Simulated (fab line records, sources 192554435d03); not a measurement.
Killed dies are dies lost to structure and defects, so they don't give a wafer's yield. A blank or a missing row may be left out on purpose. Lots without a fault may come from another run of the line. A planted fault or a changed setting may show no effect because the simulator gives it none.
Problem report in the 8D (eight disciplines) form, filled by code | flow n5_finfet | the parts of the form that need people (team, actions taken, sign-off) are left out

1. THE PROBLEM
time_to_endpoint_s at N5_BEOL_M2_CMP_52 reads a mean of 43 s on 4 wafers of 2 lots; wafers without a fault read 63 s with a standard deviation of 3.8. That is -5.2 standard deviations from the usual mean.
The step: polishes, stops on SiOC, t overpolish 6.8 s, target thk 40 nm.
First seen on wafer L657.2, day 11 05:44, on cmp-01. The record holds 18 wafers of 6 lots with a number at this step. Rule for "out", or "out of limits": more than 4 standard deviations from the usual mean. The other wafers with a number count as sound.

2. WHAT IT IS AND WHAT IT IS NOT
question                    | is                             | is not
which readings at this step | time_to_endpoint_s             | motor_current_A
which lots                  | L657, L663                     | L644, L651, L652, L654
which wafers of those lots  | L657.2, L657.5, L663.2, L663.5 | L657.1, L663.6
read on which tools         | cmp-01                         | cmp-02, cmp-03
when                        | from day 11 05:44              | up to then (13 sound wafers); but 1 sound wafer of L663 came after

3. SUSPECTS, AND WHAT RULES EACH OUT
Counting: a tool at a process step up to the reading stays a suspect if it ran every lot that is out. Sound lots after the first of them don't rule it out here, since some wafers of a struck lot are sound.
- pvd_sputter-01 at N5_BEOL_M2_ANNEAL_87 (time 240 s): kept. It ran every lot that is out, first L657 (day 11 04:14); its last sound lot up to then is L654 (day 10 14:38).
- pvd_sputter-01 at N5_BEOL_M2_ANNEAL_91 (time 240 s): kept. It ran every lot that is out, first L657 (day 11 04:40); its last sound lot up to then is L654 (day 10 15:04).
- pvd_sputter-01 at N5_BEOL_M2_ANNEAL_93 (time 240 s): kept. It ran every lot that is out, first L657 (day 11 04:53); its last sound lot up to then is L654 (day 10 15:17).
- pvd_sputter-01 at N5_BEOL_M2_SPUTTER_96 (material Cu, target thk 4.5 nm, time 8.29 s): kept. It ran every lot that is out, first L657 (day 11 05:15); its last sound lot up to then is L654 (day 10 15:39).
- ecd_cu-02 at N5_BEOL_M2_ECD_50 (material Cu, target thk 300 nm): kept. It ran every lot that is out, first L657 (day 11 05:22); its last sound lot up to then is L651 (day 10 04:56).
- cmp-01 at N5_BEOL_M2_CMP_52 (polishes, stops on SiOC, t overpolish 6.8 s, target thk 40 nm): kept. It ran every lot that is out, first L657 (day 11 05:44). Its own readings are out on those wafers: time_to_endpoint_s.
Left after counting: pvd_sputter-01 at N5_BEOL_M2_ANNEAL_87, pvd_sputter-01 at N5_BEOL_M2_ANNEAL_91, pvd_sputter-01 at N5_BEOL_M2_ANNEAL_93, pvd_sputter-01 at N5_BEOL_M2_SPUTTER_96, ecd_cu-02 at N5_BEOL_M2_ECD_50, cmp-01 at N5_BEOL_M2_CMP_52.

4. THE CAUSE (what the simulator had put in)
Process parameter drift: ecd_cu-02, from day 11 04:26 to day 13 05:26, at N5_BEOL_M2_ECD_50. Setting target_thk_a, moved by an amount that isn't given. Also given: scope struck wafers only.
Counting left 6 suspects, and this tool is among them.

5. THE CHAIN OF EFFECTS, in route order
Each row: a reading whose mean over the struck wafers that have a number lies more than 3 standard deviations from the usual. Only readings for which the record gives a usual standard deviation are gone through. hours: the time from each lot's start at the first step in this table that gives one to its start at this step, as a median over the lots. sigmas: the change in usual standard deviations.
hours | step              | reading            | usual | on struck wafers | change | sigmas
0     | N5_BEOL_M2_CMP_52 | time_to_endpoint_s | 63 s  | 43               | -20    | -5.2
The process steps in it:
- N5_BEOL_M2_CMP_52: polishes, stops on SiOC, t overpolish 6.8 s, target thk 40 nm.
Later measuring or inspecting steps at which every struck wafer that the step has a row for has a number for every such reading, and none has moved that far: N5_BEOL_M2_THK_MEAS_53, N5_BEOL_M4_RC_MEAS_101.

6. WHAT WOULD HAVE CAUGHT IT SOONER
In this record the first reading out of limits was taken at day 11 05:44, 1 hour after the fault began at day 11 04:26.
Of the lots that are out (2), L663 began N5_BEOL_M2_ECD_50 on ecd_cu-02 after day 11 05:44. A hold on the tool at that time would have spared it.
